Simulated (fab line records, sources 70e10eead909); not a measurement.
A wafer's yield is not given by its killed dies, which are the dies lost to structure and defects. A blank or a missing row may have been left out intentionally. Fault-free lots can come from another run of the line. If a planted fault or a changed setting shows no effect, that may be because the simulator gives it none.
Matching of chambers ; flow nandHarc ; NHARC_P_GATE_DESCUM_48 on rieDiel-05: 4 sister chambers
The step chemistry O2, time 3 s. 24 wafers are shown with their chamber, then 12 later ones without.

== WAFERS PAIRED WITH THEIR CHAMBERS ==
wafer;chamber;drypumpMotorCurrentA (A);oesProductAu (a.u.);rfVppV (V)
L077.1;1;5.6;1.009;57.3
L077.5;2;5.0;1.018;57.9
L077.6;1;5.6;1.017;57.9
L082.2;2;5.0;1.006;57.5
L082.3;0;6.0;1.000;58.5
L082.6;3;6.1;1.004;58.6
L078.1;3;6.1;1.001;58.1
L078.3;1;5.6;1.009;57.4
L078.5;0;6.0;1.002;59.0
L083.1;2;5.0;1.012;58.7
L083.2;0;6.1;1.006;57.2
L083.4;3;6.1;1.002;57.8
L085.3;0;6.0;0.998;58.0
L085.4;1;5.5;1.012;56.5
L085.6;3;6.1;1.001;57.8
L087.1;3;6.1;0.988;57.7
L087.2;2;5.0;0.998;59.0
L087.5;0;6.0;0.999;59.8
L088.3;3;6.0;0.997;56.2
L088.4;2;5.0;0.999;58.5
L088.5;2;5.0;1.002;57.8
L091.1;2;5.0;1.006;59.3
L091.5;2;5.0;1.009;58.6
L091.6;3;6.1;1.003;56.7

SIGNATURES, as means of the wafers listed above
reading;chamber 0;chamber 1;chamber 2;chamber 3;scatter within a chamber
drypumpMotorCurrentA;6.020;5.575;5.000;6.086;0.0347
oesProductAu;1.00100;1.01175;1.00625;0.99943;0.00539
rfVppV;58.500;57.275;58.413;57.557;0.765
Rule: for a wafer and a chamber, the distance is found by dividing, reading by reading, the gap between the wafer's reading and the chamber's mean by the reading's scatter, squaring, summing and taking the root. The wafer belongs to the nearest chamber; if the next one is less than 2 further off, it can't be placed. The scatter: take each reading less its chamber's mean, square it, sum over the shown wafers, divide by the number of wafers less the number of chambers, and take the root.

== WAFERS WHOSE CHAMBER IS MISSING ==
wafer;drypumpMotorCurrentA (A);oesProductAu (a.u.);rfVppV (V)
L095.2;5.0;1.002;57.0
L095.4;6.1;0.986;58.0
L095.6;6.1;0.988;57.0
L095.1;5.6;1.009;57.9
L095.3;6.0;0.997;58.1
L095.5;5.0;0.994;57.9
L096.3;6.1;0.998;57.0
L096.5;6.1;0.983;58.0
L096.6;6.0;1.010;56.2
L096.1;6.0;1.002;57.6
L096.2;5.5;1.010;58.5
L096.4;5.0;1.006;58.2

== CHAMBER TAKEN BY EACH ==
wafer;from the rows above;in truth
L095.2;2;2
L095.4;can't be placed: 3 or 0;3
L095.6;can't be placed: 3 or 0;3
L095.1;1;1
L095.3;can't be placed: 0 or 3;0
L095.5;2;2
L096.3;3;3
L096.5;can't be placed: 3 or 0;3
L096.6;can't be placed: 0 or 3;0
L096.1;can't be placed: 0 or 3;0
L096.2;1;1
L096.4;2;2
6 of 12 placed correctly. Not placeable from these rows: 6 (in 6, the candidates include the true chamber). Wrongly placed: 0.
